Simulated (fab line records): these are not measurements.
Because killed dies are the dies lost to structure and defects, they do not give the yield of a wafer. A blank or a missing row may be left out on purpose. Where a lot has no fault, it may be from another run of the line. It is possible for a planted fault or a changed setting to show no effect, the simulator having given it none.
fab line records || flow nand-harc || part 2 of 2: steps 25 to 32 of 32
record {"lots": 5, "wafers": 15, "last-day": 31}
route steps=1302 shown A_CONTACT@1067
lots with no fault: from the same line, run without faults
start-h: start of the lot's first displayed wafer, in hours after the record's first day || wait-h: time in hours since the lot's previous step || " same as the row above || L1.1+2: a single row standing in for several wafers || - no value present, or no start provided || * or withheld: withheld || < > ~ a bound
route shown NAME@n: a module of which the file shows steps, and the number in the route of the first || usual: mean/standard deviation of fault-free wafers || same: alike in all rows || chamber/n: place in a boat || sites: per-site readings || _std_site: the standard deviation of these || _edge_site: outer sites' mean less inner sites' || radius-mm: for every site, how far away it sits from the centre of the wafer || mask NAME#n: copy n || behind: the last tool/chamber to shape the wafer || hold: the reason the lot was held/the length of the hold in hours/how it ended || device: the transistor (n, p or np) that didn't switch || end of line: the tests these same wafers got at the end of their route || a step with no rows: only its recipe || killed: at the first sort, the dies lost to defects and structure; wafer yield is something else || map: dies across one wafer; x = killed, . = not, _ = none there
set.NAME: setting as actually run; set.NAME@STEP: the setting as run at that earlier step || model.NAME: the simulator's own value behind a step, which no gauge read
lots at some steps of the route; a table a step, a row a wafer
services: the hour from which a tool's chamber was out of use, counted from the record's first day as start-h (under 0 if before that day), plus the number of hours and why
## steps
# step NHARC_A_CONTACT_ETCH_139
# recipe {"source-w": "withheld", "pressure-mtorr": 20, "bias-v": 400, "time-s": 195, "target-depth-a": 8400, "ar-flow-sccm": "withheld", "c4f8-flow-sccm": 11.5, "o2-flow-sccm": 7.2, "chemistry": "C4F8/O2/Ar"}
{"lot.wafer": "L075.1", "tool": "har-cap-etch-01", "chamber": 0, "start-h": 525.68, "wait-h": 0.2, "rf-hours-counter-h": 4}
{"lot.wafer": "L075.4", "tool": "har-cap-etch-01", "chamber": 1, "start-h": 525.68, "wait-h": 0.2, "rf-hours-counter-h": "-"}
{"lot.wafer": "L075.5", "tool": "har-cap-etch-01", "chamber": 0, "start-h": 525.68, "wait-h": 0.2, "rf-hours-counter-h": "-"}
{"lot.wafer": "L077.2", "tool": "har-cap-etch-03", "chamber": 0, "start-h": 531.09, "wait-h": 0.2, "rf-hours-counter-h": 48}
{"lot.wafer": "L077.4", "tool": "har-cap-etch-03", "chamber": 1, "start-h": 531.09, "wait-h": 0.2, "rf-hours-counter-h": "-"}
{"lot.wafer": "L077.5", "tool": "har-cap-etch-03", "chamber": 1, "start-h": 531.09, "wait-h": 0.2, "rf-hours-counter-h": "-"}
{"lot.wafer": "L083.4", "tool": "har-cap-etch-03", "chamber": 0, "start-h": 609.92, "wait-h": 0.2, "rf-hours-counter-h": "-"}
{"lot.wafer": "L083.6", "tool": "har-cap-etch-03", "chamber": 0, "start-h": 609.92, "wait-h": 0.2, "rf-hours-counter-h": "-"}
{"lot.wafer": "L083.5", "tool": "har-cap-etch-03", "chamber": 1, "start-h": 609.92, "wait-h": 0.2, "rf-hours-counter-h": "-"}
{"lot.wafer": "L082.1", "tool": "har-cap-etch-01", "chamber": 1, "start-h": 614.31, "wait-h": 0.2, "rf-hours-counter-h": 21}
{"lot.wafer": "L082.5", "tool": "har-cap-etch-01", "chamber": 1, "start-h": 614.31, "wait-h": 0.2, "rf-hours-counter-h": "-"}
{"lot.wafer": "L082.6", "tool": "har-cap-etch-01", "chamber": 0, "start-h": 614.31, "wait-h": 0.2, "rf-hours-counter-h": "-"}
{"lot.wafer": "L090.1", "tool": "har-cap-etch-02", "chamber": 1, "start-h": 695.78, "wait-h": 0.2, "rf-hours-counter-h": 117}
{"lot.wafer": "L090.4", "tool": "har-cap-etch-02", "chamber": 1, "start-h": 695.78, "wait-h": 0.2, "rf-hours-counter-h": "-"}
{"lot.wafer": "L090.3", "tool": "har-cap-etch-02", "chamber": 0, "start-h": 695.78, "wait-h": 0.2, "rf-hours-counter-h": "-"}
# step NHARC_A_CONTACT_ETCH_92
# recipe {"target-depth-a": 400, "over-etch-frac": 0.5, "time-s": 85.7, "ion-energy-ev": 120, "ch3f-flow-sccm": 50, "o2-flow-sccm": 30, "ar-flow-sccm": 200, "rf-w": 500, "bias-w": 100, "chemistry": "CH3F/O2"}
# usual {"drypump-motor-current-A": "5.8/0.43", "mfc-ar-sccm": "200.0/0.61", "oes-product-au": "0.94/0.034", "rf-vpp-V": "243.9/1.5", "showerhead-plenum-p-Torr": "2.43/0.098", "throttle-valve-pct": "20.662/0.0094"}
{"lot.wafer": "L075.1", "tool": "rie-diel-08", "chamber": 0, "start-h": 526.26, "wait-h": 0.5, "drypump-motor-current-A": 6.3, "mfc-ar-sccm": 200.7, "oes-product-au": 0.92, "rf-hours-counter-h": 25, "rf-vpp-V": 242.9, "showerhead-plenum-p-Torr": 2.40, "throttle-valve-pct": 20.657}
{"lot.wafer": "L075.4", "tool": "rie-diel-08", "chamber": 2, "start-h": 526.26, "wait-h": 0.5, "drypump-motor-current-A": 6.1, "mfc-ar-sccm": 200.1, "oes-product-au": 0.92, "rf-hours-counter-h": 21, "rf-vpp-V": 241.8, "showerhead-plenum-p-Torr": 2.31, "throttle-valve-pct": 20.665}
{"lot.wafer": "L075.5", "tool": "rie-diel-08", "chamber": 3, "start-h": 526.26, "wait-h": 0.5, "drypump-motor-current-A": 5.7, "mfc-ar-sccm": 200.1, "oes-product-au": 0.92, "rf-hours-counter-h": "-", "rf-vpp-V": 244.1, "showerhead-plenum-p-Torr": 2.50, "throttle-valve-pct": 20.653}
{"lot.wafer": "L077.4", "tool": "rie-diel-08", "chamber": 2, "start-h": 531.68, "wait-h": 0.4, "drypump-motor-current-A": 6.1, "mfc-ar-sccm": 199.4, "oes-product-au": 0.93, "rf-hours-counter-h": 22, "rf-vpp-V": 242.7, "showerhead-plenum-p-Torr": 2.31, "throttle-valve-pct": 20.671}
{"lot.wafer": "L077.2", "tool": "rie-diel-08", "chamber": 3, "start-h": 531.68, "wait-h": 0.4, "drypump-motor-current-A": 5.7, "mfc-ar-sccm": 199.6, "oes-product-au": 0.94, "rf-hours-counter-h": 23, "rf-vpp-V": 243.7, "showerhead-plenum-p-Torr": 2.50, "throttle-valve-pct": 20.660}
{"lot.wafer": "L077.5", "tool": "rie-diel-08", "chamber": 1, "start-h": 531.68, "wait-h": 0.4, "drypump-motor-current-A": 6.0, "mfc-ar-sccm": 199.3, "oes-product-au": 0.94, "rf-hours-counter-h": "-", "rf-vpp-V": 244.4, "showerhead-plenum-p-Torr": 2.40, "throttle-valve-pct": 20.660}
{"lot.wafer": "L083.4", "tool": "rie-diel-08", "chamber": 0, "start-h": 610.41, "wait-h": 0.4, "drypump-motor-current-A": 6.3, "mfc-ar-sccm": 200.5, "oes-product-au": 0.90, "rf-hours-counter-h": 9, "rf-vpp-V": 242.7, "showerhead-plenum-p-Torr": 2.39, "throttle-valve-pct": 20.657}
{"lot.wafer": "L083.6", "tool": "rie-diel-08", "chamber": 3, "start-h": 610.41, "wait-h": 0.4, "drypump-motor-current-A": 5.7, "mfc-ar-sccm": 200.1, "oes-product-au": 0.92, "rf-hours-counter-h": "-", "rf-vpp-V": 243.4, "showerhead-plenum-p-Torr": 2.49, "throttle-valve-pct": 20.676}
{"lot.wafer": "L083.5", "tool": "rie-diel-08", "chamber": 0, "start-h": 610.41, "wait-h": 0.4, "drypump-motor-current-A": 6.3, "mfc-ar-sccm": 199.7, "oes-product-au": 0.92, "rf-hours-counter-h": "-", "rf-vpp-V": 244.1, "showerhead-plenum-p-Torr": 2.39, "throttle-valve-pct": 20.669}
{"lot.wafer": "L082.1", "tool": "rie-diel-08", "chamber": 2, "start-h": 614.87, "wait-h": 0.5, "drypump-motor-current-A": 6.1, "mfc-ar-sccm": 200.6, "oes-product-au": 0.94, "rf-hours-counter-h": 11, "rf-vpp-V": 242.0, "showerhead-plenum-p-Torr": 2.30, "throttle-valve-pct": 20.669}
{"lot.wafer": "L082.5", "tool": "rie-diel-08", "chamber": 2, "start-h": 614.87, "wait-h": 0.5, "drypump-motor-current-A": 6.1, "mfc-ar-sccm": 199.2, "oes-product-au": 0.92, "rf-hours-counter-h": "-", "rf-vpp-V": 242.1, "showerhead-plenum-p-Torr": 2.30, "throttle-valve-pct": 20.660}
{"lot.wafer": "L082.6", "tool": "rie-diel-08", "chamber": 3, "start-h": 614.87, "wait-h": 0.5, "drypump-motor-current-A": 5.7, "mfc-ar-sccm": 201.6, "oes-product-au": 0.93, "rf-hours-counter-h": "-", "rf-vpp-V": 245.1, "showerhead-plenum-p-Torr": 2.49, "throttle-valve-pct": 20.644}
{"lot.wafer": "L090.3", "tool": "rie-diel-13", "chamber": 2, "start-h": 696.34, "wait-h": 0.4, "drypump-motor-current-A": 5.3, "mfc-ar-sccm": 200.8, "oes-product-au": 1.00, "rf-hours-counter-h": 56, "rf-vpp-V": 242.8, "showerhead-plenum-p-Torr": 2.31, "throttle-valve-pct": 20.671}
{"lot.wafer": "L090.4", "tool": "rie-diel-13", "chamber": 3, "start-h": 696.34, "wait-h": 0.4, "drypump-motor-current-A": 5.4, "mfc-ar-sccm": 199.9, "oes-product-au": 1.01, "rf-hours-counter-h": 55, "rf-vpp-V": 246.4, "showerhead-plenum-p-Torr": 2.64, "throttle-valve-pct": 20.667}
{"lot.wafer": "L090.1", "tool": "rie-diel-13", "chamber": 0, "start-h": 696.34, "wait-h": 0.4, "drypump-motor-current-A": 6.1, "mfc-ar-sccm": 199.2, "oes-product-au": 1.02, "rf-hours-counter-h": 53, "rf-vpp-V": 242.1, "showerhead-plenum-p-Torr": 2.34, "throttle-valve-pct": 20.649}
# step NHARC_A_CONTACT_ETCH_98
# recipe {"target-depth-a": 200, "over-etch-frac": 0.5, "time-s": 10, "ion-energy-ev": 250, "c4f6-flow-sccm": 25, "o2-flow-sccm": 20, "ar-flow-sccm": 500, "rf-w": 600, "bias-w": 500, "chemistry": "C4F6/O2"}
# usual {"drypump-motor-current-A": "5.8/0.43", "mfc-ar-sccm": "499.9/1.5", "oes-product-au": "0.960/0.027", "rf-vpp-V": "546/3.2", "showerhead-plenum-p-Torr": "3.87/0.15", "throttle-valve-pct": "26.903/0.0091"}
{"lot.wafer": "L075.1", "tool": "rie-diel-08", "chamber": 1, "start-h": "-", "wait-h": "-", "drypump-motor-current-A": 6.0, "mfc-ar-sccm": 498.9, "oes-product-au": 0.934, "rf-hours-counter-h": 23, "rf-vpp-V": 545, "showerhead-plenum-p-Torr": 3.84, "throttle-valve-pct": 26.921}
{"lot.wafer": "L075.4", "tool": "rie-diel-08", "chamber": 3, "start-h": "-", "wait-h": "-", "drypump-motor-current-A": 5.7, "mfc-ar-sccm": 498.0, "oes-product-au": 0.941, "rf-hours-counter-h": 22, "rf-vpp-V": 547, "showerhead-plenum-p-Torr": 3.98, "throttle-valve-pct": 26.895}
{"lot.wafer": "L075.5", "tool": "rie-diel-08", "chamber": 2, "start-h": "-", "wait-h": "-", "drypump-motor-current-A": 6.1, "mfc-ar-sccm": 498.4, "oes-product-au": 0.940, "rf-hours-counter-h": "-", "rf-vpp-V": 541, "showerhead-plenum-p-Torr": 3.70, "throttle-valve-pct": 26.882}
{"lot.wafer": "L077.4", "tool": "rie-diel-08", "chamber": 0, "start-h": "-", "wait-h": "-", "drypump-motor-current-A": 6.3, "mfc-ar-sccm": 501.6, "oes-product-au": 0.978, "rf-hours-counter-h": 26, "rf-vpp-V": 544, "showerhead-plenum-p-Torr": 3.83, "throttle-valve-pct": 26.911}
{"lot.wafer": "L077.2", "tool": "rie-diel-08", "chamber": 2, "start-h": "-", "wait-h": "-", "drypump-motor-current-A": 6.1, "mfc-ar-sccm": 498.5, "oes-product-au": 0.952, "rf-hours-counter-h": 22, "rf-vpp-V": 543, "showerhead-plenum-p-Torr": 3.70, "throttle-valve-pct": 26.885}
{"lot.wafer": "L077.5", "tool": "rie-diel-08", "chamber": 1, "start-h": "-", "wait-h": "-", "drypump-motor-current-A": 6.0, "mfc-ar-sccm": 500.7, "oes-product-au": 0.981, "rf-hours-counter-h": "-", "rf-vpp-V": 546, "showerhead-plenum-p-Torr": 3.83, "throttle-valve-pct": 26.921}
{"lot.wafer": "L083.4", "tool": "rie-diel-08", "chamber": 1, "start-h": "-", "wait-h": "-", "drypump-motor-current-A": 6.0, "mfc-ar-sccm": 497.0, "oes-product-au": 0.933, "rf-hours-counter-h": 7, "rf-vpp-V": 547, "showerhead-plenum-p-Torr": 3.83, "throttle-valve-pct": 26.888}
{"lot.wafer": "L083.6", "tool": "rie-diel-08", "chamber": 1, "start-h": "-", "wait-h": "-", "drypump-motor-current-A": 6.1, "mfc-ar-sccm": 497.0, "oes-product-au": 0.930, "rf-hours-counter-h": "-", "rf-vpp-V": 545, "showerhead-plenum-p-Torr": 3.83, "throttle-valve-pct": 26.906}
{"lot.wafer": "L083.5", "tool": "rie-diel-08", "chamber": 2, "start-h": "-", "wait-h": "-", "drypump-motor-current-A": 6.1, "mfc-ar-sccm": 500.8, "oes-product-au": 0.940, "rf-hours-counter-h": "-", "rf-vpp-V": 542, "showerhead-plenum-p-Torr": 3.69, "throttle-valve-pct": 26.918}
{"lot.wafer": "L082.1", "tool": "rie-diel-08", "chamber": 1, "start-h": "-", "wait-h": "-", "drypump-motor-current-A": 6.0, "mfc-ar-sccm": 500.6, "oes-product-au": 0.950, "rf-hours-counter-h": 8, "rf-vpp-V": 544, "showerhead-plenum-p-Torr": 3.83, "throttle-valve-pct": 26.916}
{"lot.wafer": "L082.6", "tool": "rie-diel-08", "chamber": 2, "start-h": "-", "wait-h": "-", "drypump-motor-current-A": 6.1, "mfc-ar-sccm": 500.7, "oes-product-au": 0.976, "rf-hours-counter-h": "-", "rf-vpp-V": 542, "showerhead-plenum-p-Torr": 3.69, "throttle-valve-pct": 26.902}
{"lot.wafer": "L082.5", "tool": "rie-diel-08", "chamber": 3, "start-h": "-", "wait-h": "-", "drypump-motor-current-A": 5.7, "mfc-ar-sccm": 498.5, "oes-product-au": 0.955, "rf-hours-counter-h": "-", "rf-vpp-V": 548, "showerhead-plenum-p-Torr": 3.97, "throttle-valve-pct": 26.896}
{"lot.wafer": "L090.3", "tool": "rie-diel-13", "chamber": 1, "start-h": "-", "wait-h": "-", "drypump-motor-current-A": 5.9, "mfc-ar-sccm": 497.4, "oes-product-au": 1.000, "rf-hours-counter-h": 56, "rf-vpp-V": 548, "showerhead-plenum-p-Torr": 3.95, "throttle-valve-pct": 26.911}
{"lot.wafer": "L090.1", "tool": "rie-diel-13", "chamber": 2, "start-h": "-", "wait-h": "-", "drypump-motor-current-A": 5.3, "mfc-ar-sccm": 502.1, "oes-product-au": 1.002, "rf-hours-counter-h": 56, "rf-vpp-V": 542, "showerhead-plenum-p-Torr": 3.69, "throttle-valve-pct": 26.889}
{"lot.wafer": "L090.4", "tool": "rie-diel-13", "chamber": 0, "start-h": "-", "wait-h": "-", "drypump-motor-current-A": 6.1, "mfc-ar-sccm": 500.4, "oes-product-au": 1.023, "rf-hours-counter-h": 53, "rf-vpp-V": 543, "showerhead-plenum-p-Torr": 3.75, "throttle-valve-pct": 26.912}
# step NHARC_A_CONTACT_CD_MEAS_15
# usual {"cd-nm": "189.8/0.51"}
{"lot.wafer": "L075.1", "tool": "cd-sem-01", "chamber": "-", "start-h": 526.46, "wait-h": "-", "cd-nm": 190.4}
{"lot.wafer": "L075.4", "tool": "cd-sem-01", "chamber": "-", "start-h": 526.46, "wait-h": "-", "cd-nm": 190.3}
{"lot.wafer": "L075.5", "tool": "cd-sem-01", "chamber": "-", "start-h": 526.46, "wait-h": "-", "cd-nm": 190.1}
{"lot.wafer": "L077.2", "tool": "cd-sem-03", "chamber": "-", "start-h": 532.03, "wait-h": "-", "cd-nm": 189.2}
{"lot.wafer": "L077.4", "tool": "cd-sem-03", "chamber": "-", "start-h": 532.03, "wait-h": "-", "cd-nm": 189.8}
{"lot.wafer": "L077.5", "tool": "cd-sem-03", "chamber": "-", "start-h": 532.03, "wait-h": "-", "cd-nm": 190.1}
{"lot.wafer": "L083.4", "tool": "cd-sem-03", "chamber": "-", "start-h": 610.62, "wait-h": "-", "cd-nm": 189.5}
{"lot.wafer": "L083.5", "tool": "cd-sem-03", "chamber": "-", "start-h": 610.62, "wait-h": "-", "cd-nm": 189.2}
{"lot.wafer": "L083.6", "tool": "cd-sem-03", "chamber": "-", "start-h": 610.62, "wait-h": "-", "cd-nm": 189.5}
{"lot.wafer": "L082.1", "tool": "cd-sem-02", "chamber": "-", "start-h": 615.09, "wait-h": "-", "cd-nm": 189.5}
{"lot.wafer": "L082.5", "tool": "cd-sem-02", "chamber": "-", "start-h": 615.09, "wait-h": "-", "cd-nm": 189.3}
{"lot.wafer": "L082.6", "tool": "cd-sem-02", "chamber": "-", "start-h": 615.09, "wait-h": "-", "cd-nm": 189.6}
{"lot.wafer": "L090.1", "tool": "cd-sem-02", "chamber": "-", "start-h": 696.56, "wait-h": "-", "cd-nm": 189.7}
{"lot.wafer": "L090.3", "tool": "cd-sem-02", "chamber": "-", "start-h": 696.56, "wait-h": "-", "cd-nm": 189.9}
{"lot.wafer": "L090.4", "tool": "cd-sem-02", "chamber": "-", "start-h": 696.56, "wait-h": "-", "cd-nm": 189.9}
# step NHARC_A_CONTACT_STRIP_107
# recipe {"n2-flow-sccm": 150, "h2-flow-sccm": 150, "ar-flow-sccm": 0, "bias-w": 0, "chemistry": "N2/H2"}
{"lot.wafer": "L075.4+1+5", "tool": "rie-diel-08", "chamber": "0,1,3", "start-h": 526.55, "wait-h": 0.1}
{"lot.wafer": "L077.2+4+5", "tool": "rie-diel-02", "chamber": "2,0,2", "start-h": 532.11, "wait-h": 0.1}
{"lot.wafer": "L083.4+6+5", "tool": "rie-diel-08", "chamber": "3,3,0", "start-h": 610.69, "wait-h": 0.1}
{"lot.wafer": "L082.1+5+6", "tool": "rie-diel-02", "chamber": "0,3,0", "start-h": 615.18, "wait-h": 0.1}
{"lot.wafer": "L090.1+3+4", "tool": "rie-diel-08", "chamber": "1,2,3", "start-h": 696.63, "wait-h": 0.1}
# step NHARC_A_CONTACT_STRIP_108
# recipe {"cf4-flow-sccm": 100, "chf3-flow-sccm": 30, "ar-flow-sccm": 0, "bias-w": 0, "chemistry": "CF4/CHF3"}
{"lot.wafer": "L075.1+4+5", "tool": "rie-diel-08", "chamber": "0,3,1", "start-h": 526.63, "wait-h": 0.1}
{"lot.wafer": "L077.2+4+5", "tool": "rie-diel-02", "chamber": "2,0,2", "start-h": 532.20, "wait-h": 0.1}
{"lot.wafer": "L083.4+5+6", "tool": "rie-diel-08", "chamber": "1,3,0", "start-h": 610.79, "wait-h": 0.1}
{"lot.wafer": "L082.1+6+5", "tool": "rie-diel-02", "chamber": "1,3,0", "start-h": 615.27, "wait-h": 0.1}
{"lot.wafer": "L090.3+1+4", "tool": "rie-diel-08", "chamber": "1,3,0", "start-h": 696.73, "wait-h": 0.1}
# step NHARC_A_CONTACT_STRIP_109
# recipe {"o2-flow-sccm": 400, "cos-flow-sccm": 20, "ar-flow-sccm": 0, "bias-w": 0, "chemistry": "O2/COS"}
{"lot.wafer": "L075.4+1+5", "tool": "rie-diel-08", "chamber": "2,3,1", "start-h": 526.70, "wait-h": 0.1}
{"lot.wafer": "L077.4+2+5", "tool": "rie-diel-02", "chamber": "1,3,1", "start-h": 532.26, "wait-h": 0.1}
{"lot.wafer": "L083.4+6+5", "tool": "rie-diel-08", "chamber": "0,2,3", "start-h": 610.85, "wait-h": 0.1}
{"lot.wafer": "L082.1+5+6", "tool": "rie-diel-02", "chamber": "2,3,0", "start-h": 615.33, "wait-h": 0.1}
{"lot.wafer": "L090.3+4+1", "tool": "rie-diel-08", "chamber": "2,3,1", "start-h": 696.79, "wait-h": 0.1}
# step NHARC_A_CONTACT_ETCH_110
# recipe {"target-depth-a": 600, "overetch-a": 60, "time-s": 33, "ion-energy-ev": 100, "cf4-flow-sccm": 80, "o2-flow-sccm": 20, "ar-flow-sccm": 0, "rf-w": 300, "bias-w": 100, "chemistry": "CF4/O2"}
# usual {"drypump-motor-current-A": "5.8/0.45", "mfc-ar-sccm": "0.016/0.015", "oes-product-au": "1.001/0.011", "rf-vpp-V": "197.6/1.4", "showerhead-plenum-p-Torr": "1.32/0.05", "throttle-valve-pct": "13.397/0.0088"}
{"lot.wafer": "L075.4", "tool": "rie-diel-08", "chamber": 0, "start-h": 526.75, "wait-h": 0.1, "drypump-motor-current-A": 6.3, "mfc-ar-sccm": 0.024, "oes-product-au": 0.999, "rf-hours-counter-h": 25, "rf-vpp-V": 197.4, "showerhead-plenum-p-Torr": 1.30, "throttle-valve-pct": 13.397}
{"lot.wafer": "L075.1", "tool": "rie-diel-08", "chamber": 2, "start-h": 526.75, "wait-h": 0.1, "drypump-motor-current-A": 6.1, "mfc-ar-sccm": 0.035, "oes-product-au": 1.006, "rf-hours-counter-h": 21, "rf-vpp-V": 195.6, "showerhead-plenum-p-Torr": 1.25, "throttle-valve-pct": 13.392}
{"lot.wafer": "L075.5", "tool": "rie-diel-08", "chamber": 0, "start-h": 526.75, "wait-h": 0.1, "drypump-motor-current-A": 6.3, "mfc-ar-sccm": 0.024, "oes-product-au": 1.001, "rf-hours-counter-h": "-", "rf-vpp-V": 198.4, "showerhead-plenum-p-Torr": 1.30, "throttle-valve-pct": 13.392}
{"lot.wafer": "L077.2", "tool": "rie-diel-02", "chamber": 1, "start-h": 532.33, "wait-h": 0.1, "drypump-motor-current-A": 6.4, "mfc-ar-sccm": 0.022, "oes-product-au": 1.004, "rf-hours-counter-h": 45, "rf-vpp-V": 199.2, "showerhead-plenum-p-Torr": 1.44, "throttle-valve-pct": 13.385}
{"lot.wafer": "L077.4", "tool": "rie-diel-02", "chamber": 2, "start-h": 532.33, "wait-h": 0.1, "drypump-motor-current-A": 5.4, "mfc-ar-sccm": 0.008, "oes-product-au": 1.004, "rf-hours-counter-h": 36, "rf-vpp-V": 199.6, "showerhead-plenum-p-Torr": 1.33, "throttle-valve-pct": 13.400}
{"lot.wafer": "L077.5", "tool": "rie-diel-02", "chamber": 3, "start-h": 532.33, "wait-h": 0.1, "drypump-motor-current-A": 4.7, "mfc-ar-sccm": 0.039, "oes-product-au": 1.002, "rf-hours-counter-h": "-", "rf-vpp-V": 198.4, "showerhead-plenum-p-Torr": 1.34, "throttle-valve-pct": 13.392}
{"lot.wafer": "L083.4", "tool": "rie-diel-08", "chamber": 3, "start-h": 610.90, "wait-h": 0.1, "drypump-motor-current-A": 5.7, "mfc-ar-sccm": 0, "oes-product-au": 0.997, "rf-hours-counter-h": 9, "rf-vpp-V": 196.0, "showerhead-plenum-p-Torr": 1.35, "throttle-valve-pct": 13.386}
{"lot.wafer": "L083.5", "tool": "rie-diel-08", "chamber": 3, "start-h": 610.90, "wait-h": 0.1, "drypump-motor-current-A": 5.7, "mfc-ar-sccm": 0, "oes-product-au": 0.989, "rf-hours-counter-h": "-", "rf-vpp-V": 198.4, "showerhead-plenum-p-Torr": 1.35, "throttle-valve-pct": 13.404}
{"lot.wafer": "L083.6", "tool": "rie-diel-08", "chamber": 0, "start-h": 610.90, "wait-h": 0.1, "drypump-motor-current-A": 6.3, "mfc-ar-sccm": 0.024, "oes-product-au": 0.995, "rf-hours-counter-h": "-", "rf-vpp-V": 198.9, "showerhead-plenum-p-Torr": 1.30, "throttle-valve-pct": 13.387}
{"lot.wafer": "L082.1", "tool": "rie-diel-02", "chamber": 0, "start-h": 615.39, "wait-h": 0.1, "drypump-motor-current-A": 5.2, "mfc-ar-sccm": 0, "oes-product-au": 1.005, "rf-hours-counter-h": 13, "rf-vpp-V": 198.4, "showerhead-plenum-p-Torr": 1.36, "throttle-valve-pct": 13.396}
{"lot.wafer": "L082.5", "tool": "rie-diel-02", "chamber": 3, "start-h": 615.39, "wait-h": 0.1, "drypump-motor-current-A": 4.7, "mfc-ar-sccm": 0.039, "oes-product-au": 0.997, "rf-hours-counter-h": "-", "rf-vpp-V": 197.9, "showerhead-plenum-p-Torr": 1.33, "throttle-valve-pct": 13.401}
{"lot.wafer": "L082.6", "tool": "rie-diel-02", "chamber": 0, "start-h": 615.39, "wait-h": 0.1, "drypump-motor-current-A": 5.2, "mfc-ar-sccm": 0, "oes-product-au": 1.008, "rf-hours-counter-h": "-", "rf-vpp-V": 197.5, "showerhead-plenum-p-Torr": 1.36, "throttle-valve-pct": 13.396}
{"lot.wafer": "L090.4", "tool": "rie-diel-08", "chamber": 2, "start-h": 696.85, "wait-h": 0.1, "drypump-motor-current-A": 6.1, "mfc-ar-sccm": 0.035, "oes-product-au": 1.005, "rf-hours-counter-h": 21, "rf-vpp-V": 197.8, "showerhead-plenum-p-Torr": 1.25, "throttle-valve-pct": 13.393}
{"lot.wafer": "L090.1", "tool": "rie-diel-08", "chamber": 3, "start-h": 696.85, "wait-h": 0.1, "drypump-motor-current-A": 5.7, "mfc-ar-sccm": 0, "oes-product-au": 1.015, "rf-hours-counter-h": 19, "rf-vpp-V": 198.1, "showerhead-plenum-p-Torr": 1.35, "throttle-valve-pct": 13.393}
{"lot.wafer": "L090.3", "tool": "rie-diel-08", "chamber": 1, "start-h": 696.85, "wait-h": 0.1, "drypump-motor-current-A": 6.0, "mfc-ar-sccm": 0, "oes-product-au": 0.989, "rf-hours-counter-h": 19, "rf-vpp-V": 197.2, "showerhead-plenum-p-Torr": 1.30, "throttle-valve-pct": 13.398}
## services
{"tool": "rie-diel-02", "chamber": 0, "start-h": 499.98, "hours": 5.0, "kind": "repair"}
{"tool": "rie-diel-08", "chamber": 0, "start-h": 500.23, "hours": "-", "kind": "clean"}
{"tool": "litho-track-01", "chamber": "-", "start-h": 505.00, "hours": 7.0, "kind": "pm"}
{"tool": "rie-diel-13", "chamber": "-", "start-h": 521.23, "hours": 9.0, "kind": "pm"}
{"tool": "litho-track-06", "chamber": "-", "start-h": 529.00, "hours": 7.0, "kind": "pm"}
{"tool": "rie-diel-08", "chamber": "-", "start-h": 544.80, "hours": 9.0, "kind": "pm"}
{"tool": "pecvd-03", "chamber": "-", "start-h": 547.59, "hours": 13.0, "kind": "pm"}
{"tool": "litho-track-04", "chamber": "-", "start-h": 553.00, "hours": 7.0, "kind": "pm"}
{"tool": "rie-diel-08", "chamber": 1, "start-h": 569.57, "hours": 13.0, "kind": "repair"}
{"tool": "rie-diel-02", "chamber": "-", "start-h": 570.85, "hours": 9.0, "kind": "pm"}
{"tool": "rie-diel-13", "chamber": 0, "start-h": 585.30, "hours": 4.4, "kind": "repair"}
{"tool": "pecvd-02", "chamber": "-", "start-h": 589.14, "hours": 13.0, "kind": "pm"}
{"tool": "arfi-scanner-01", "chamber": "-", "start-h": 601.90, "hours": 4.0, "kind": "pm"}
{"tool": "arfi-scanner-02", "chamber": "-", "start-h": 620.08, "hours": 1.5, "kind": "repair"}
{"tool": "arfi-scanner-01", "chamber": "-", "start-h": 632.35, "hours": 34.0, "kind": "repair"}
{"tool": "arfi-scanner-02", "chamber": "-", "start-h": 644.68, "hours": 4.5, "kind": "repair"}
{"tool": "har-cap-etch-02", "chamber": "-", "start-h": 651.24, "hours": 0.8, "kind": "repair"}
{"tool": "arfi-scanner-02", "chamber": "-", "start-h": 656.00, "hours": 4.0, "kind": "pm"}
{"tool": "pecvd-02", "chamber": 1, "start-h": 656.52, "hours": 32.0, "kind": "repair"}
{"tool": "pecvd-03", "chamber": "-", "start-h": 665.23, "hours": 0.6, "kind": "repair"}
{"tool": "litho-track-01", "chamber": "-", "start-h": 680.00, "hours": 7.0, "kind": "pm"}
{"tool": "rie-diel-08", "chamber": 3, "start-h": 681.75, "hours": 2.5, "kind": "repair"}
{"tool": "har-cap-etch-02", "chamber": "-", "start-h": 692.09, "hours": 0.7, "kind": "repair"}
{"tool": "arfi-scanner-01", "chamber": "-", "start-h": 695.95, "hours": 1.2, "kind": "repair"}
